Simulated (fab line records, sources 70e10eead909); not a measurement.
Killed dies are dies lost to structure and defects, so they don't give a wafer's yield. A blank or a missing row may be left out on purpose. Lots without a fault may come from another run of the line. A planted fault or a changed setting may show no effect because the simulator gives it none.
Chamber matching | flow nand_harc | NHARC_A_CONTACT_DESCUM_47 on rie_diel-07: 4 sister chambers
The step chemistry O2, time 3 s. 16 wafers are shown with their chamber, then 7 later ones without.

WAFERS WITH THEIR CHAMBER
wafer  | chamber | showerhead_plenum_p_Torr (Torr) | drypump_motor_current_A (A) | oes_product_au (a.u.)
L876.4 | 1       | 1.76                            | 5.8                         | 0.996
L876.5 | 3       | 1.89                            | 5.0                         | 0.990
L876.6 | 0       | 2.00                            | 4.8                         | 1.005
L879.1 | 3       | 1.89                            | 5.1                         | 0.985
L879.4 | 0       | 2.00                            | 4.8                         | 1.002
L879.5 | 1       | 1.76                            | 5.8                         | 1.002
L878.3 | 2       | 1.91                            | 5.4                         | 1.021
L878.4 | 0       | 1.99                            | 4.8                         | 1.013
L878.5 | 3       | 1.89                            | 5.0                         | 1.007
L880.2 | 3       | 1.89                            | 5.1                         | 0.987
L880.3 | 1       | 1.76                            | 5.8                         | 0.999
L880.4 | 0       | 1.99                            | 4.8                         | 1.002
L891.1 | 3       | 1.89                            | 5.1                         | 0.992
L891.4 | 2       | 1.90                            | 5.4                         | 1.017
L891.5 | 1       | 1.76                            | 5.8                         | 1.007
L889.3 | 1       | 1.76                            | 5.8                         | 1.015

SIGNATURES (means of the wafers above)
reading                  | chamber 0 | chamber 1 | chamber 2 | chamber 3 | scatter within a chamber
showerhead_plenum_p_Torr | 1.9950    | 1.7600    | 1.9050    | 1.8900    | 0.00354
drypump_motor_current_A  | 4.800     | 5.800     | 5.400     | 5.060     | 0.0316
oes_product_au           | 1.00550   | 1.00380   | 1.01900   | 0.99220   | 0.00716
Rule: a wafer's distance from a chamber is the root of the sum, over the readings, of the square of ((its reading less the chamber's mean) divided by the reading's scatter). The wafer belongs to the nearest chamber; if the next one is less than 2 further off, it can't be placed. The scatter: the root of (the sum of the squares of (reading less its chamber's mean) over the shown wafers, divided by (wafers less chambers)).

WAFERS WITHOUT THEIR CHAMBER
wafer  | showerhead_plenum_p_Torr (Torr) | drypump_motor_current_A (A) | oes_product_au (a.u.)
L889.4 | 1.99                            | 4.8                         | 1.005
L895.1 | 1.99                            | 4.8                         | 0.992
L895.2 | 1.90                            | 5.3                         | 1.016
L895.4 | 2.08                            | 5.8                         | 0.985
L897.2 | 1.88                            | 5.1                         | 1.003
L897.3 | 1.90                            | 5.4                         | 1.005
L897.4 | 1.99                            | 4.8                         | 0.998

WHICH CHAMBER EACH WENT THROUGH
wafer  | from the rows above | in truth
L889.4 | 0                   | 0
L895.1 | 0                   | 0
L895.2 | 2                   | 2
L895.4 | 0                   | 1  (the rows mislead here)
L897.2 | 3                   | 3
L897.3 | 2                   | 2
L897.4 | 0                   | 0
Placed correctly: 6 of 7. Can't be placed from these rows: 0. Placed wrongly: 1.
